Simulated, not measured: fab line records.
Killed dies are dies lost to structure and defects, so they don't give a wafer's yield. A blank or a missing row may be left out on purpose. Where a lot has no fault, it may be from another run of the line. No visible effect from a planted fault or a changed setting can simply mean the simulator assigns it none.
Chamber matching / flow nand_harc / NHARC_A_CONTACT_ETCH_92 on rie_diel-04 has 4 sister chambers
The step etches the open film in CH3F/O2, target depth 40 nm, time 85.7 s. 48 wafers are shown with their chamber, then 12 later ones without.

EACH WAFER AND ITS CHAMBER
wafer=L076.2; chamber=3; drypump_motor_current_A (A)=4.8; showerhead_plenum_p_Torr (Torr)=2.36; rf_vpp_V (V)=243.8
wafer=L076.5; chamber=0; drypump_motor_current_A (A)=6.1; showerhead_plenum_p_Torr (Torr)=2.33; rf_vpp_V (V)=242.8
wafer=L076.6; chamber=3; drypump_motor_current_A (A)=4.8; showerhead_plenum_p_Torr (Torr)=2.36; rf_vpp_V (V)=244.2
wafer=L076.1; chamber=0; drypump_motor_current_A (A)=6.1; showerhead_plenum_p_Torr (Torr)=2.33; rf_vpp_V (V)=243.3
wafer=L076.3; chamber=1; drypump_motor_current_A (A)=6.2; showerhead_plenum_p_Torr (Torr)=2.57; rf_vpp_V (V)=245.8
wafer=L076.4; chamber=2; drypump_motor_current_A (A)=5.6; showerhead_plenum_p_Torr (Torr)=2.56; rf_vpp_V (V)=246.7
wafer=L074.1; chamber=1; drypump_motor_current_A (A)=6.2; showerhead_plenum_p_Torr (Torr)=2.57; rf_vpp_V (V)=246.1
wafer=L074.4; chamber=0; drypump_motor_current_A (A)=6.1; showerhead_plenum_p_Torr (Torr)=2.33; rf_vpp_V (V)=241.9
wafer=L074.6; chamber=1; drypump_motor_current_A (A)=6.2; showerhead_plenum_p_Torr (Torr)=2.57; rf_vpp_V (V)=245.5
wafer=L079.1; chamber=3; drypump_motor_current_A (A)=4.8; showerhead_plenum_p_Torr (Torr)=2.35; rf_vpp_V (V)=242.1
wafer=L079.2; chamber=0; drypump_motor_current_A (A)=6.1; showerhead_plenum_p_Torr (Torr)=2.33; rf_vpp_V (V)=243.5
wafer=L079.3; chamber=2; drypump_motor_current_A (A)=5.6; showerhead_plenum_p_Torr (Torr)=2.56; rf_vpp_V (V)=245.9
wafer=L079.4; chamber=1; drypump_motor_current_A (A)=6.2; showerhead_plenum_p_Torr (Torr)=2.56; rf_vpp_V (V)=245.6
wafer=L079.5; chamber=0; drypump_motor_current_A (A)=6.1; showerhead_plenum_p_Torr (Torr)=2.33; rf_vpp_V (V)=242.7
wafer=L079.6; chamber=3; drypump_motor_current_A (A)=4.8; showerhead_plenum_p_Torr (Torr)=2.35; rf_vpp_V (V)=241.8
wafer=L082.1; chamber=0; drypump_motor_current_A (A)=6.1; showerhead_plenum_p_Torr (Torr)=2.32; rf_vpp_V (V)=241.6
wafer=L082.2; chamber=2; drypump_motor_current_A (A)=5.7; showerhead_plenum_p_Torr (Torr)=2.56; rf_vpp_V (V)=244.5
wafer=L082.5; chamber=1; drypump_motor_current_A (A)=6.2; showerhead_plenum_p_Torr (Torr)=2.56; rf_vpp_V (V)=246.4
wafer=L080.1; chamber=3; drypump_motor_current_A (A)=4.8; showerhead_plenum_p_Torr (Torr)=2.35; rf_vpp_V (V)=242.6
wafer=L080.3; chamber=2; drypump_motor_current_A (A)=5.6; showerhead_plenum_p_Torr (Torr)=2.56; rf_vpp_V (V)=245.2
wafer=L080.5; chamber=2; drypump_motor_current_A (A)=5.6; showerhead_plenum_p_Torr (Torr)=2.56; rf_vpp_V (V)=246.6
wafer=L081.2; chamber=1; drypump_motor_current_A (A)=6.2; showerhead_plenum_p_Torr (Torr)=2.56; rf_vpp_V (V)=247.1
wafer=L081.3; chamber=0; drypump_motor_current_A (A)=6.1; showerhead_plenum_p_Torr (Torr)=2.32; rf_vpp_V (V)=242.5
wafer=L081.5; chamber=3; drypump_motor_current_A (A)=4.8; showerhead_plenum_p_Torr (Torr)=2.35; rf_vpp_V (V)=243.7
wafer=L083.2; chamber=0; drypump_motor_current_A (A)=6.1; showerhead_plenum_p_Torr (Torr)=2.32; rf_vpp_V (V)=241.1
wafer=L083.4; chamber=3; drypump_motor_current_A (A)=4.8; showerhead_plenum_p_Torr (Torr)=2.35; rf_vpp_V (V)=243.4
wafer=L083.5; chamber=0; drypump_motor_current_A (A)=6.1; showerhead_plenum_p_Torr (Torr)=2.32; rf_vpp_V (V)=242.3
wafer=L085.1; chamber=2; drypump_motor_current_A (A)=5.6; showerhead_plenum_p_Torr (Torr)=2.55; rf_vpp_V (V)=245.7
wafer=L085.2; chamber=3; drypump_motor_current_A (A)=4.8; showerhead_plenum_p_Torr (Torr)=2.35; rf_vpp_V (V)=242.4
wafer=L085.4; chamber=0; drypump_motor_current_A (A)=6.1; showerhead_plenum_p_Torr (Torr)=2.32; rf_vpp_V (V)=243.0
wafer=L085.3; chamber=1; drypump_motor_current_A (A)=6.2; showerhead_plenum_p_Torr (Torr)=2.56; rf_vpp_V (V)=245.1
wafer=L085.5; chamber=3; drypump_motor_current_A (A)=4.8; showerhead_plenum_p_Torr (Torr)=2.35; rf_vpp_V (V)=244.5
wafer=L085.6; chamber=0; drypump_motor_current_A (A)=6.1; showerhead_plenum_p_Torr (Torr)=2.32; rf_vpp_V (V)=242.9
wafer=L087.1; chamber=3; drypump_motor_current_A (A)=4.8; showerhead_plenum_p_Torr (Torr)=2.35; rf_vpp_V (V)=243.2
wafer=L087.4; chamber=1; drypump_motor_current_A (A)=6.2; showerhead_plenum_p_Torr (Torr)=2.56; rf_vpp_V (V)=246.6
wafer=L087.6; chamber=0; drypump_motor_current_A (A)=6.1; showerhead_plenum_p_Torr (Torr)=2.32; rf_vpp_V (V)=240.8
wafer=L088.3; chamber=3; drypump_motor_current_A (A)=4.8; showerhead_plenum_p_Torr (Torr)=2.35; rf_vpp_V (V)=242.9
wafer=L088.4; chamber=2; drypump_motor_current_A (A)=5.6; showerhead_plenum_p_Torr (Torr)=2.55; rf_vpp_V (V)=245.4
wafer=L088.6; chamber=0; drypump_motor_current_A (A)=6.1; showerhead_plenum_p_Torr (Torr)=2.32; rf_vpp_V (V)=241.5
wafer=L088.1; chamber=0; drypump_motor_current_A (A)=6.1; showerhead_plenum_p_Torr (Torr)=2.32; rf_vpp_V (V)=241.7
wafer=L088.2; chamber=1; drypump_motor_current_A (A)=6.2; showerhead_plenum_p_Torr (Torr)=2.56; rf_vpp_V (V)=246.6
wafer=L088.5; chamber=3; drypump_motor_current_A (A)=4.8; showerhead_plenum_p_Torr (Torr)=2.35; rf_vpp_V (V)=243.2
wafer=L094.1; chamber=0; drypump_motor_current_A (A)=6.1; showerhead_plenum_p_Torr (Torr)=2.32; rf_vpp_V (V)=241.7
wafer=L094.3; chamber=1; drypump_motor_current_A (A)=6.1; showerhead_plenum_p_Torr (Torr)=2.55; rf_vpp_V (V)=246.0
wafer=L094.4; chamber=3; drypump_motor_current_A (A)=4.8; showerhead_plenum_p_Torr (Torr)=2.35; rf_vpp_V (V)=242.8
wafer=L094.2; chamber=2; drypump_motor_current_A (A)=5.7; showerhead_plenum_p_Torr (Torr)=2.55; rf_vpp_V (V)=243.8
wafer=L094.5; chamber=0; drypump_motor_current_A (A)=6.1; showerhead_plenum_p_Torr (Torr)=2.32; rf_vpp_V (V)=242.5
wafer=L094.6; chamber=1; drypump_motor_current_A (A)=6.2; showerhead_plenum_p_Torr (Torr)=2.55; rf_vpp_V (V)=246.1

SIGNATURES, as means of the wafers listed above
reading=drypump_motor_current_A; chamber 0=6.100; chamber 1=6.191; chamber 2=5.625; chamber 3=4.800; scatter within a chamber=0.0234
reading=showerhead_plenum_p_Torr; chamber 0=2.3231; chamber 1=2.5609; chamber 2=2.5562; chamber 3=2.3515; scatter within a chamber=0.0052
reading=rf_vpp_V; chamber 0=242.238; chamber 1=246.082; chamber 2=245.475; chamber 3=243.123; scatter within a chamber=0.787
Rule: a wafer's distance from a chamber is the root of the sum, over the readings, of the square of ((its reading less the chamber's mean) divided by the reading's scatter). If the next closest chamber is less than 2 further off than the closest, the wafer can't be placed; otherwise it belongs to the closest. The scatter: take each reading less its chamber's mean, square it, sum over the shown wafers, divide by the number of wafers less the number of chambers, and take the root.

WAFERS WHOSE CHAMBER IS MISSING
wafer=L095.3; drypump_motor_current_A (A)=4.8; showerhead_plenum_p_Torr (Torr)=2.34; rf_vpp_V (V)=241.1
wafer=L095.5; drypump_motor_current_A (A)=6.2; showerhead_plenum_p_Torr (Torr)=2.55; rf_vpp_V (V)=245.5
wafer=L095.6; drypump_motor_current_A (A)=6.1; showerhead_plenum_p_Torr (Torr)=2.31; rf_vpp_V (V)=242.3
wafer=L096.2; drypump_motor_current_A (A)=6.2; showerhead_plenum_p_Torr (Torr)=2.55; rf_vpp_V (V)=244.1
wafer=L096.3; drypump_motor_current_A (A)=4.8; showerhead_plenum_p_Torr (Torr)=2.34; rf_vpp_V (V)=242.6
wafer=L096.4; drypump_motor_current_A (A)=5.6; showerhead_plenum_p_Torr (Torr)=2.55; rf_vpp_V (V)=246.9
wafer=L097.1; drypump_motor_current_A (A)=6.1; showerhead_plenum_p_Torr (Torr)=2.31; rf_vpp_V (V)=242.8
wafer=L097.2; drypump_motor_current_A (A)=5.6; showerhead_plenum_p_Torr (Torr)=2.55; rf_vpp_V (V)=245.3
wafer=L097.5; drypump_motor_current_A (A)=5.6; showerhead_plenum_p_Torr (Torr)=2.55; rf_vpp_V (V)=245.4
wafer=L097.3; drypump_motor_current_A (A)=4.8; showerhead_plenum_p_Torr (Torr)=2.34; rf_vpp_V (V)=243.3
wafer=L097.4; drypump_motor_current_A (A)=6.2; showerhead_plenum_p_Torr (Torr)=2.55; rf_vpp_V (V)=246.6
wafer=L097.6; drypump_motor_current_A (A)=4.8; showerhead_plenum_p_Torr (Torr)=2.34; rf_vpp_V (V)=241.5

CHAMBER TAKEN BY EACH
wafer=L095.3; from the rows above=3; in truth=3
wafer=L095.5; from the rows above=1; in truth=1
wafer=L095.6; from the rows above=0; in truth=0
wafer=L096.2; from the rows above=1; in truth=1
wafer=L096.3; from the rows above=3; in truth=3
wafer=L096.4; from the rows above=2; in truth=2
wafer=L097.1; from the rows above=0; in truth=0
wafer=L097.2; from the rows above=2; in truth=2
wafer=L097.5; from the rows above=2; in truth=2
wafer=L097.3; from the rows above=3; in truth=3
wafer=L097.4; from the rows above=1; in truth=1
wafer=L097.6; from the rows above=3; in truth=3
Placed correctly: 12 of 12. Can't be placed from these rows: 0. Placed wrongly: 0.
